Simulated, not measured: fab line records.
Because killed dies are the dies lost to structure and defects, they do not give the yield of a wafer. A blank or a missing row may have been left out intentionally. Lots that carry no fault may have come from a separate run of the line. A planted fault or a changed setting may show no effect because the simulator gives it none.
Split-lot study ; flow n5 finfet ; 7 lots, 21 wafers read, on a route of 1938 steps

ABOUT THE SPLIT
At N5_SDB_EXPOSE_08 (exposes mask SDB), the setting dose mj was moved away from the recipe's 49.6 on 8 of the 21 wafers read, by +3.6% to +7.0%. All remaining wafers had this setting at the recipe value.

FROM THE SPLIT TO THE READING: what the file shows between them, 2 steps
- N5_SDB_PEB_09: peb time 60 s
- N5_SDB_DEVELOP_10: develop time 30 s

THE READING
cd nm at N5_SDB_CD_MEAS_11, given in nm (cd target 50 nm). On this fab line, fault-free wafers typically give 50.1 nm with a standard deviation of 1 nm.

wafer;tool, chamber at the split;dose mj as run;against the recipe;cd nm, nm;against lot-mates on the recipe
L076.1;arfi scanner-02, 0;51.38;+3.6%;54.3;+3.6
L076.5;arfi scanner-02, 0;49.6;recipe;50.7;-
L076.6;arfi scanner-02, 0;51.38;+3.6%;55.9;+5.2
L080.1;arfi scanner-01, 0;49.6;recipe;50.9;-
L080.2;arfi scanner-01, 0;51.72;+4.3%;56.8;+5.9
L080.6;arfi scanner-01, 0;51.72;+4.3%;55.5;+4.6
L086.3;arfi scanner-02, 0;49.6;recipe;48.9;-
L086.4;arfi scanner-02, 0;52.67;+6.2%;56.5;+7.3
L086.5;arfi scanner-02, 0;49.6;recipe;49.5;-
L091.1;arfi scanner-01, 0;49.6;recipe;51.0;-
L091.3;arfi scanner-01, 0;49.6;recipe;49.0;-
L091.5;arfi scanner-01, 0;49.6;recipe;51.1;-
L093.1;arfi scanner-01, 0;49.6;recipe;49.8;-
L093.4;arfi scanner-01, 0;49.6;recipe;49.0;-
L093.5;arfi scanner-01, 0;49.6;recipe;50.1;-
L096.1;arfi scanner-01, 0;49.6;recipe;51.0;-
L096.5;arfi scanner-01, 0;49.6;recipe;49.5;-
L096.6;arfi scanner-01, 0;49.6;recipe;50.1;-
L097.2;arfi scanner-02, 0;53.05;+7.0%;59.4;no lot-mate on the recipe
L097.5;arfi scanner-02, 0;53.05;+7.0%;59.1;no lot-mate on the recipe
L097.6;arfi scanner-02, 0;53.05;+7.0%;59.3;no lot-mate on the recipe

THE FIT
A straight line over all 21 wafers: cd nm changes by +1.3 nm for each +1% of dose mj; r = +0.97; the points scatter about the line by 0.86 nm.
The same after taking each lot's own level away (the mean of its wafers on the recipe; 18 wafers): +1.21 nm for each +1%; r = +0.97; scatter 0.66 nm.
The reading moves by 8.4 nm for the largest change in dose mj, on that fit.
From 49.20 to 50.90 nm: that is the span of the lots' own levels, equal to 1.7 times the standard deviation above.
The two slopes are in agreement: the lot-to-lot level therefore moves the slope only a little.
Check: for one of the wafers moved furthest among these (+6.2%), held out of the fit, the line's prediction against its lot-mates is +7.6 nm. Against them it came out at +7.3 nm.

THE OTHER SPLITS THESE WAFERS WENT THROUGH
Before the reading, these wafers also passed through other splits. Each is held against what the fit with the lots' levels taken away leaves over:
other split on the same wafers;wafers away from the commonest value;r with cd nm (lot level and that fit taken away)
N5_ZERO_LAYER_ETCH_18 icp w;9;+0.04
N5_WELL_APT_EXPOSE_05 dose mj;5;-0.18
N5_FIN_SAQP_ETCH_65 time s;5;+0.26
N5_DUMMY_GATE_DESCUM_20 time s;7;+0.26
N5_DUMMY_GATE_ETCH_31 target depth a;7;-0.10
N5_SD_EPI_P_PEB_07 peb time s;8;-0.11

FILE'S OWN FIT
cd nm changes by +1.21 nm for each +1% of dose mj, r = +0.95.
